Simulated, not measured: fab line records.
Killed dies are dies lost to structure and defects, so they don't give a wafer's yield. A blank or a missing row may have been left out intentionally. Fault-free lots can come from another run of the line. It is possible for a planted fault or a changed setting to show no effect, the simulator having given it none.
fab line records ; flow nand_harc
[record] lots = 14; wafers = 42; last_day = 33
route steps=1302 shown P_CONTACT@234 P_M0@261
lots with no fault: from the same line, run without faults
start_h: the number of hours between the record's first day and the start of the first shown wafer of the lot ; wait_h: how many hours have passed since the lot's step before this one ; " unchanged from the row above ; L1.1+2: several wafers, shown together as one row ; - no value, or no start was given ; * or withheld: withheld ; < > ~ a bound
route shown NAME@n: NAME is a module with steps in the file, n the number in the route of the first one ; usual: mean/standard deviation of fault-free wafers ; same: alike in all rows ; chamber/n: place in a boat ; sites: per-site readings ; _std_site: how widely they spread, as a standard deviation ; _edge_site: the outer-site mean with the inner-site mean subtracted ; radius_mm: how far each site lies from the wafer's centre ; mask NAME#n: copy n ; behind: the most recent tool/chamber to have shaped the wafer ; hold: reason for holding the lot/hours on hold/outcome of the hold ; device: which transistor (n, p or np) failed to switch ; end of line: the tests these same wafers got at the end of their route ; a step with no rows: only its recipe ; killed: count of dies lost to structure and defects at first sort (not the wafer's yield) ; map: a wafer's dies, x killed, . not, _ none there
set.NAME: the setting the step ran with; set.NAME@STEP: the setting that earlier step ran with ; model.NAME: the simulator's own value behind a step, which no gauge read
a sample of lots followed through the steps of the route, with each step as a table and each wafer as a row
services: the hour from which a tool's chamber was out of use, counted from the record's first day as start_h (under 0 if before that day), plus the number of hours and why
[[steps]]
[step NHARC_P_CONTACT_INSPECT_14]
[usual] raw_defect_count = 4.1/2.1
lot.wafer;tool;chamber;start_h;wait_h;raw_defect_count
L449.3;defect_inspect-01;-;118.77;0.0;4
L449.4;defect_inspect-01;-;118.77;0.0;4
L449.5;defect_inspect-01;-;118.77;0.0;3
L451.1;defect_inspect-02;-;132.01;0.0;3
L451.4;defect_inspect-02;-;132.01;0.0;3
L451.5;defect_inspect-02;-;132.01;0.0;2
L450.1;defect_inspect-01;-;132.34;0.0;3
L450.3;defect_inspect-01;-;132.34;0.0;3
L450.5;defect_inspect-01;-;132.34;0.0;5
L454.1;defect_inspect-02;-;161.68;0.0;3
L454.3;defect_inspect-02;-;161.68;0.0;12
L454.5;defect_inspect-02;-;161.68;0.0;9
L455.4;defect_inspect-02;-;176.20;0.0;4
L455.5;defect_inspect-02;-;176.20;0.0;2
L455.6;defect_inspect-02;-;176.20;0.0;4
L456.2;defect_inspect-01;-;192.37;0.0;3
L456.4;defect_inspect-01;-;192.37;0.0;3
L456.5;defect_inspect-01;-;192.37;0.0;3
L458.1;defect_inspect-02;-;207.99;0.0;4
L458.3;defect_inspect-02;-;207.99;0.0;4
L458.6;defect_inspect-02;-;207.99;0.0;2
L460.4;defect_inspect-01;-;223.11;0.0;6
L460.5;defect_inspect-01;-;223.11;0.0;5
L460.6;defect_inspect-01;-;223.11;0.0;7
L459.2;defect_inspect-01;-;225.08;0.0;7
L459.5;defect_inspect-01;-;225.08;0.0;4
L459.6;defect_inspect-01;-;225.08;0.0;4
L468.4;defect_inspect-01;-;308.56;0.0;6
L468.5;defect_inspect-01;-;308.56;0.0;5
L468.6;defect_inspect-01;-;308.56;0.0;2
L469.2;defect_inspect-01;-;320.68;0.0;1
L469.5;defect_inspect-01;-;320.68;0.0;9
L469.6;defect_inspect-01;-;320.68;0.0;10
L470.1;defect_inspect-01;-;326.71;0.0;5
L470.2;defect_inspect-01;-;326.71;0.0;2
L470.6;defect_inspect-01;-;326.71;0.0;5
L471.1;defect_inspect-01;-;337.94;0.0;5
L471.2;defect_inspect-01;-;337.94;0.0;3
L471.5;defect_inspect-01;-;337.94;0.0;2
L472.1;defect_inspect-02;-;348.85;0.0;5
L472.3;defect_inspect-02;-;348.85;0.0;8
L472.4;defect_inspect-02;-;348.85;0.0;1
[step NHARC_P_CONTACT_CD_MEAS_19]
[usual] cd_nm = 89.6/1.8
lot.wafer;tool;chamber;start_h;wait_h;cd_nm
L449.3;cd_sem-02;-;120.93;0.2;89.7
L449.4;cd_sem-02;-;120.93;0.2;89.7
L449.5;cd_sem-02;-;120.93;0.2;88.1
L451.1;cd_sem-03;-;133.09;-;89.8
L451.4;cd_sem-03;-;133.09;-;91.6
L451.5;cd_sem-03;-;133.09;-;88.3
L450.1;cd_sem-01;-;133.27;-;86.8
L450.3;cd_sem-01;-;133.27;-;87.9
L450.5;cd_sem-01;-;133.27;-;88.2
L454.1;cd_sem-01;-;162.63;-;87.6
L454.3;cd_sem-01;-;162.63;-;89.8
L454.5;cd_sem-01;-;162.63;-;86.1
L455.4;cd_sem-02;-;177.14;-;89.5
L455.5;cd_sem-02;-;177.14;-;86.8
L455.6;cd_sem-02;-;177.14;-;89.1
L456.2;cd_sem-01;-;193.30;-;87.9
L456.4;cd_sem-01;-;193.30;-;89.7
L456.5;cd_sem-01;-;193.30;-;88.6
L458.1;cd_sem-02;-;208.94;-;90.2
L458.3;cd_sem-02;-;208.94;-;87.7
L458.6;cd_sem-02;-;208.94;-;89.9
L460.4;cd_sem-02;-;224.06;-;87.3
L460.5;cd_sem-02;-;224.06;-;88.3
L460.6;cd_sem-02;-;224.06;-;89.7
L459.2;cd_sem-03;-;226.16;-;90.9
L459.5;cd_sem-03;-;226.16;-;92.3
L459.6;cd_sem-03;-;226.16;-;88.5
L468.4;cd_sem-03;-;309.50;-;90.5
L468.5;cd_sem-03;-;309.50;-;90.3
L468.6;cd_sem-03;-;309.50;-;91.2
L469.2;cd_sem-02;-;321.61;-;89.9
L469.5;cd_sem-02;-;321.61;-;89.1
L469.6;cd_sem-02;-;321.61;-;88.7
L470.1;cd_sem-01;-;327.66;-;86.6
L470.2;cd_sem-01;-;327.66;-;93.2
L470.6;cd_sem-01;-;327.66;-;92.4
L471.1;cd_sem-03;-;338.88;-;91.6
L471.2;cd_sem-03;-;338.88;-;90.3
L471.5;cd_sem-03;-;338.88;-;89.3
L472.1;cd_sem-01;-;350.22;-;91.6
L472.3;cd_sem-01;-;350.22;-;90.8
L472.4;cd_sem-01;-;350.22;-;90.7
[step NHARC_P_M0_PEB_07]
[recipe] peb_temp_c = 100; peb_time_s = 65
[usual] heater_power_total_W = 156.6/0.42; plate_temp_C = 100.02/0.13
[same] peb_time_s = 65
lot.wafer;tool;chamber;start_h;wait_h;heater_power_total_W;plate_temp_C
L449.3;litho_track-06;0;123.82;0.0;156.7;99.82
L449.4;litho_track-06;0;123.82;0.0;156.1;99.93
L449.5;litho_track-06;0;123.82;0.0;156.5;100.20
L451.1;litho_track-06;0;136.40;0.1;157.1;100.03
L451.4;litho_track-06;0;136.40;0.1;156.3;100.01
L451.5;litho_track-06;0;136.40;0.1;157.0;100.02
L450.1;litho_track-01;0;136.67;0.1;157.2;100.10
L450.3;litho_track-01;0;136.67;0.1;157.0;100.21
L450.5;litho_track-01;0;136.67;0.1;156.4;100.18
L454.1;litho_track-06;0;165.53;0.1;156.1;100.09
L454.3;litho_track-06;0;165.53;0.1;157.2;100.22
L454.5;litho_track-06;0;165.53;0.1;156.5;99.99
L455.4;litho_track-04;0;180.21;0.1;156.7;100.11
L455.5;litho_track-04;0;180.21;0.1;156.9;99.98
L455.6;litho_track-04;0;180.21;0.1;156.4;99.93
L456.2;litho_track-01;0;196.33;0.1;156.5;100.10
L456.4;litho_track-01;0;196.33;0.1;157.1;99.97
L456.5;litho_track-01;0;196.33;0.1;157.0;100.17
L458.1;litho_track-06;0;212.39;0.1;156.6;99.96
L458.3;litho_track-06;0;212.39;0.1;156.2;99.97
L458.6;litho_track-06;0;212.39;0.1;156.2;100.06
L460.4;litho_track-06;0;227.08;0.0;149.7;96.75
L460.5;litho_track-06;0;227.08;0.0;149.0;96.68
L460.6;litho_track-06;0;227.08;0.0;149.3;96.65
L459.2;litho_track-06;0;229.19;0.1;149.6;96.71
L459.5;litho_track-06;0;229.19;0.1;149.2;96.83
L459.6;litho_track-06;0;229.19;0.1;149.8;96.64
L468.4;litho_track-01;0;312.66;0.0;157.0;100.10
L468.5;litho_track-01;0;312.66;0.0;156.8;100.00
L468.6;litho_track-01;0;312.66;0.0;156.4;100.13
L469.2;litho_track-04;0;324.70;0.1;157.1;99.79
L469.5;litho_track-04;0;324.70;0.1;156.8;99.95
L469.6;litho_track-04;0;324.70;0.1;156.3;99.70
L470.1;litho_track-04;0;330.69;0.1;156.8;100.01
L470.2;litho_track-04;0;330.69;0.1;156.1;99.91
L470.6;litho_track-04;0;330.69;0.1;156.0;99.74
L471.1;litho_track-04;0;342.04;0.1;155.9;100.00
L471.2;litho_track-04;0;342.04;0.1;157.1;99.97
L471.5;litho_track-04;0;342.04;0.1;157.1;100.04
L472.1;litho_track-01;0;353.32;0.1;156.4;99.98
L472.3;litho_track-01;0;353.32;0.1;156.1;100.09
L472.4;litho_track-01;0;353.32;0.1;156.7;100.16
[step NHARC_P_M0_ETCH_15]
[recipe] target_depth_a = 1500; overetch_a = 150; time_s = 82.5; c4f8_flow_sccm = withheld; ar_flow_sccm = 400; rf_w = 600; bias_w = 300; chemistry = C4F8/Ar
[usual] oes_product_au = 0.950/0.024; rf_vpp_V = 440.0/1.5
lot.wafer;tool;chamber;start_h;wait_h;oes_product_au;rf_hours_counter_h;rf_vpp_V
L449.4;rie_diel-13;0;-;-;0.978;25;437.9
L449.3;rie_diel-13;1;-;-;0.973;27;439.7
L449.5;rie_diel-13;3;-;-;0.963;-;441.4
L451.4;rie_diel-13;1;-;-;0.966;28;442.0
L451.1;rie_diel-13;3;-;-;0.961;25;440.6
L451.5;rie_diel-13;1;-;-;0.981;-;442.3
L450.1;rie_diel-13;3;-;-;0.970;25;441.1
L450.3;rie_diel-13;1;-;-;0.984;28;441.4
L450.5;rie_diel-13;3;-;-;0.961;-;440.5
L454.1;rie_diel-08;3;-;-;0.913;43;440.3
L454.3;rie_diel-08;1;-;-;0.913;44;441.8
L454.5;rie_diel-08;3;-;-;0.916;-;440.3
L455.4;rie_diel-08;2;-;-;0.928;48;440.7
L455.6;rie_diel-08;3;-;-;0.917;-;439.7
L455.5;rie_diel-08;0;-;-;0.909;-;441.2
L456.4;rie_diel-08;3;-;-;0.926;51;439.1
L456.2;rie_diel-08;2;-;-;0.918;50;438.8
L456.5;rie_diel-08;0;-;-;0.914;-;440.4
L458.1;rie_diel-13;0;-;-;0.972;5;437.3
L458.3;rie_diel-13;3;-;-;0.979;5;440.1
L458.6;rie_diel-13;1;-;-;0.955;-;439.3
L460.4;rie_diel-11;2;-;-;0.928;46;439.5
L460.6;rie_diel-11;0;-;-;0.932;-;441.5
L460.5;rie_diel-11;1;-;-;0.923;-;439.8
L459.2;rie_diel-11;1;-;-;0.917;51;439.9
L459.5;rie_diel-11;2;-;-;0.931;-;440.3
L459.6;rie_diel-11;3;-;-;0.927;-;442.4
L468.4;rie_diel-11;2;-;-;0.927;17;439.3
L468.6;rie_diel-11;1;-;-;0.930;-;439.4
L468.5;rie_diel-11;2;-;-;0.929;-;437.3
L469.2;rie_diel-13;3;-;-;0.944;26;440.0
L469.5;rie_diel-13;2;-;-;0.960;-;437.8
L469.6;rie_diel-13;3;-;-;0.945;-;439.1
L470.1;rie_diel-13;2;-;-;0.992;27;438.2
L470.2;rie_diel-13;3;-;-;0.978;27;441.3
L470.6;rie_diel-13;1;-;-;0.973;-;440.5
L471.1;rie_diel-08;2;342.50;-;0.917;34;438.1
L471.2;rie_diel-08;1;342.50;-;0.989;41;440.9
L471.5;rie_diel-08;2;342.50;-;0.924;-;438.6
L472.3;rie_diel-13;0;-;-;0.982;0;438.3
L472.4;rie_diel-13;1;-;-;0.976;0;440.9
L472.1;rie_diel-13;2;-;-;0.973;0;437.4
[[services]]
tool;chamber;start_h;hours;kind
rie_diel-13;0;119.89;-;clean
rie_diel-13;1;119.89;-;clean
rie_diel-13;2;119.89;-;clean
rie_diel-13;3;119.89;-;clean
rie_diel-13;3;140.56;11.1;repair
rie_diel-13;0;144.43;-;clean
rie_diel-11;3;147.73;1.6;repair
rie_diel-11;2;154.19;7.0;repair
litho_track-01;-;155.00;7.0;pm
rie_diel-13;-;165.39;9.0;pm
litho_track-06;-;179.00;7.0;pm
rie_diel-08;-;198.62;9.0;pm
rie_diel-13;2;199.64;10.7;repair
litho_track-04;-;203.00;7.0;pm
rie_diel-11;3;219.02;2.5;repair
rie_diel-08;1;235.53;11.7;repair
rie_diel-11;0;245.17;6.2;repair
rie_diel-11;-;255.55;9.0;pm
rie_diel-08;0;263.88;10.2;repair
rie_diel-11;-;276.35;1.8;repair
rie_diel-08;2;289.37;25.5;repair
litho_track-01;-;330.00;7.0;pm
rie_diel-11;0;334.16;9.1;repair
rie_diel-13;1;346.59;3.2;repair
[[key]]
[first_sign] step = NHARC_P_M0_PEB_07; reading = plate_temp_C; direction = down; sigmas = 26; usual = *; struck = *
[effect] step = NHARC_P_M0_PEB_07; reading = heater_power_total_W; direction = down; sigmas = 17; usual = *; struck = *
met_at NHARC_P_M0_PEB_07
struck_lots L459,L460
sort_left_out L459.2,L459.5,L459.6,L460.4,L460.5,L460.6
not_acting_at NHARC_P_CONTACT_INSPECT_14,NHARC_P_CONTACT_CD_MEAS_19,NHARC_P_M0_ETCH_15
onset_between 212.39 227.08
[fault] kind = process_parameter_drift; tool = litho_track-06; chamber = -; onset_h = 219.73; steps = NHARC_P_M0_PEB_07; channel = peb_temp_c; offset = *; shape = step; end_h = 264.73; acts_in = *; stated = *
// sort_left_out: the simulated sort isn't trusted on such a fault, so these wafers' sort isn't shown, and their yield isn't known
